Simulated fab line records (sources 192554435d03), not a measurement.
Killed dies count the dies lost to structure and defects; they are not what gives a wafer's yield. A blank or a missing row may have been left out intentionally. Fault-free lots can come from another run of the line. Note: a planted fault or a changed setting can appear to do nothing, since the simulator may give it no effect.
Chamber matching    flow n5-finfet    N5_PMOS_HMC_CHANNEL_EPI_STRIP_33 on rie-diel-02 has 4 sister chambers
The step strips in N2/H2. 20 wafers are shown with their chamber, then 10 later ones without.

## WAFERS WITH THEIR CHAMBER
wafer   chamber  showerhead-plenum-p-Torr (Torr)  drypump-motor-current-A (A)  throttle-valve-pct (%)
L074.1  1        3.51                             5.7                          18.92
L074.2  0        3.39                             6.5                          19.06
L074.6  0        3.39                             6.5                          19.07
L077.2  3        3.27                             6.5                          19.43
L077.3  1        3.50                             5.7                          18.92
L077.5  2        3.36                             5.9                          18.75
L078.3  2        3.36                             5.9                          18.76
L078.4  0        3.39                             6.5                          19.10
L078.6  3        3.27                             6.5                          19.47
L079.1  1        3.50                             5.7                          18.96
L079.3  3        3.27                             6.6                          19.44
L079.4  2        3.35                             5.9                          18.77
L081.4  1        3.50                             5.7                          18.97
L081.5  3        3.27                             6.6                          19.47
L081.6  2        3.35                             5.8                          18.77
L082.1  2        3.35                             5.8                          18.81
L082.2  1        3.50                             5.7                          18.95
L082.4  3        3.27                             6.6                          19.48
L085.1  2        3.34                             5.8                          18.80
L085.2  1        3.49                             5.7                          18.97

SIGNATURES (averages over the wafers above)
reading                   chamber 0  chamber 1  chamber 2  chamber 3  scatter within a chamber
showerhead-plenum-p-Torr  3.3900     3.5000     3.3517     3.2700     0.0055
drypump-motor-current-A   6.500      5.700      5.850      6.560      0.0411
throttle-valve-pct        19.0767    18.9483    18.7767    19.4580    0.0226
Rule: a wafer lies at a distance from a chamber equal to the root of the sum of squares, over the readings, of (its reading less the chamber's mean, divided by the reading's scatter). If the next closest chamber is less than 2 further off than the closest, the wafer can't be placed; otherwise it belongs to the closest. The scatter: the root of (the sum of the squares of (reading less its chamber's mean) over the shown wafers, divided by (wafers less chambers)).

## WAFERS WITHOUT THEIR CHAMBER
wafer   showerhead-plenum-p-Torr (Torr)  drypump-motor-current-A (A)  throttle-valve-pct (%)
L085.6  3.26                             6.6                          19.47
L094.2  3.37                             6.6                          19.14
L094.3  3.25                             6.5                          19.46
L094.4  3.34                             5.9                          18.84
L096.1  3.33                             5.9                          18.80
L096.2  3.37                             6.6                          19.13
L096.3  3.25                             6.5                          19.52
L096.4  3.48                             5.7                          19.02
L096.5  3.48                             5.7                          19.00
L096.6  3.33                             5.9                          18.83

## CHAMBER TAKEN BY EACH
wafer   from the rows above  in truth
L085.6  3                    3
L094.2  0                    0
L094.3  3                    3
L094.4  2                    2
L096.1  2                    2
L096.2  0                    0
L096.3  3                    3
L096.4  1                    1
L096.5  1                    1
L096.6  2                    2
10 of 10 placed correctly. Number that these rows cannot place: 0. 0 placed wrongly.
